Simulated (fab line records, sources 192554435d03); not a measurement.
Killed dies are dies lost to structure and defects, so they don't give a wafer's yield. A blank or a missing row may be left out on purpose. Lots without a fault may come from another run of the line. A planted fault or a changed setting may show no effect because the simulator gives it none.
A struck lot beside a sound one | flow n5_finfet | 33 steps out of a route of 1938
Sound: wafers L610.2, L610.4, L610.6. Struck: wafers L604.1, L604.2, L604.4. The cause comes at the end.
At each step with rows: each side's tool, then ch and its chambers, then its first start. Under that, the readings that differ: sound wafers | struck wafers | difference of the means | sigmas: that difference in standard deviations of wafers without a fault.
alike: readings whose means differ by less than 2 such deviations, and words and numbers that are the same on both sides. not compared: withheld readings, readings that some wafer has no value for, bounds like >300 that may hide the same value, and numbers for which the record gives no deviation and whose values overlap.
The two part at a step that has a row with sigmas, a row that says differs or no value, or rows on one side only. Numbers that don't overlap but have no deviation are shown without sigmas and don't part them. A reading that every wafer of one side lacks parts them only if that side has two wafers or more.

first, 2 steps without rows for these wafers: N5_HKMG_FIN_ETCH_55 (etches SOC in N2/H2, target depth 240 nm, time 300 s); N5_HKMG_FIN_STRIP_56 (strips in N2/H2).
N5_HKMG_FIN_STRIP_57: strips in CF4.
  sound on rie_diel-06 ch 1,3, day 7 08:46; struck on rie_diel-02 ch 0,1,3, day 5 23:40
  alike: drypump_motor_current_A, oes_product_au, rf_vpp_V, showerhead_plenum_p_Torr, throttle_valve_pct
  not compared: rf_hours_counter_h
N5_HKMG_FIN_ETCH_58: etches SOC in N2/H2, target depth 215.8 nm, time 741 s.
  sound on rie_diel-06 ch 1,3, day 7 08:47; struck on rie_diel-02 ch 0,1,3, day 5 23:41
  alike: drypump_motor_current_A, oes_product_au, rf_vpp_V, showerhead_plenum_p_Torr, throttle_valve_pct
  not compared: rf_hours_counter_h
then, 5 steps without rows for these wafers: N5_HKMG_FIN_STRIP_93 (strips SOC in N2/H2, time 20 s); N5_HKMG_FIN_WET_ETCH_76 (etches Al2O3 in dNH4OH, stops on La2O3, target depth 2.25 nm, rinse time 30 s); N5_HKMG_FIN_STRIP_60 (strips in N2/H2, time 360 s); N5_HKMG_FIN_WET_ETCH_77 (etches La2O3 in dHCl, stops on HfO2, target depth 2 nm); N5_HKMG_FIN_WET_ETCH_78 (etches Al2O3 in dNH4OH, stops on La2O3, target depth 4.5 nm, rinse time 30 s).
N5_HKMG_FIN_ALD_79: deposits TiN, target thk 1.5 nm, pulse time 1 s, purge time 3 s.
  sound on ald_metal-03 ch 0,2, day 7 09:50; struck on ald_metal-03 ch 0,1,2, day 6 00:45
  alike: heater_power_w, precursor_pulse_height_rel
N5_HKMG_FIN_CVD_62: deposits a-Si from Si2H6, target thk 3 nm, time 20.8 s.
  sound on thermal_cvd_si-02 ch 0,1, day 7 10:13; struck on thermal_cvd_si-01 ch 0,1,2, day 6 01:07
  alike: heater_power_w
then, 1 step without rows for these wafers: N5_HKMG_FIN_RTA_80 (time 2 s).
N5_HKMG_FIN_PRECLEAN_64: cleans in dHF, time 30 s.
  sound on wet_bench-02 ch 4,5,7, day 7 10:29; struck on wet_bench-06 ch 0,2,4, day 6 01:23
then, 3 steps without rows for these wafers: N5_HKMG_FIN_WET_ETCH_65 (etches a-Si in TMAH, stops on TiN, time 49 s, target depth 3 nm); N5_HKMG_FIN_WET_ETCH_81 (etches TiN in SC1, stops on HfO2, time 57 s, target depth 6 nm); N5_HKMG_FIN_WET_ETCH_82 (etches La2O3 in dHCl, stops on HfO2, target depth 2 nm, rinse time 30 s).
N5_HKMG_FIN_ALD_36: deposits TiN, target thk 1 nm, pulse time 1 s, purge time 3 s.
  sound on ald_metal-01 ch 1,2,3, day 7 10:36; struck on ald_metal-03 ch 1,2,3, day 6 01:31
  alike: heater_power_w, precursor_pulse_height_rel
N5_HKMG_FIN_THK_MEAS_70: measures by xrf.
  sound on film_metro-02, day 7 10:53; struck on film_metro-01, day 6 01:48
  alike: HK_THK
then, 9 steps without rows for these wafers: N5_HKMG_FIN_PWFM_ALD_03 (deposits TiN, target thk 2 nm, pulse time 1 s, purge time 3 s); N5_HKMG_FIN_COAT_29 (time 60 s, resist thk 300 nm); N5_HKMG_FIN_COAT_30 (time 60 s, resist thk 35 nm); N5_HKMG_FIN_COAT_06 (resist thk 90 nm); N5_HKMG_FIN_EBR_08; N5_HKMG_FIN_SOFTBAKE_07 (time 60 s); N5_HKMG_FIN_EXPOSE_09 (exposes mask NWFM); N5_HKMG_FIN_PEB_10 (peb time 60 s); N5_HKMG_FIN_DEVELOP_11 (develop time 30 s).
N5_HKMG_FIN_CD_MEAS_12: target cd 92.8 nm.
  sound on cd_sem-01 ch 0, day 7 11:46; struck on cd_sem-03 ch 0, day 6 02:35
  alike: cd_nm
N5_HKMG_FIN_OVL_MEAS_13:
  sound on overlay-01 ch 0, day 7 11:47; struck on overlay-02 ch 0, day 6 02:37
  alike: NWFM_OVL
N5_HKMG_FIN_INSPECT_14: inspects for defects (macro).
  sound on defect_inspect-02, day 7 11:49; struck on defect_inspect-01, day 6 02:38
  reading          | sound | struck         | difference | sigmas
  raw_defect_count | 3 3 3 | >300 >300 >300 | differs    |
then, 1 step without rows for these wafers: N5_HKMG_FIN_DESCUM_17 (chemistry O2, time 7.9 s).
-- the record jumps here: 4 days lie between the struck wafers' starts before and after (it left off in module HKMG_FIN and takes up again in module BEOL_M4, whose first step shown is number 1111 of the route) --
N5_BEOL_M4_RC_MEAS_101:
  sound on prober-02 ch 0, day 11 05:19; struck on prober-02 ch 0, day 9 19:28
  alike: DIBL_N, DIBL_P, IOFF_N, IOFF_P, ION_N, ION_P, SS_N, SS_P, VT_N, VT_P
N5_PASSIVATION_PROBE_49:
  the record has rows for the sound wafers here (prober-01, day 15 19:18) and none for the struck ones

WHERE THEY PART
First at N5_HKMG_FIN_INSPECT_14; last, within this record, at N5_PASSIVATION_PROBE_49.

WHY: what the simulator had put in
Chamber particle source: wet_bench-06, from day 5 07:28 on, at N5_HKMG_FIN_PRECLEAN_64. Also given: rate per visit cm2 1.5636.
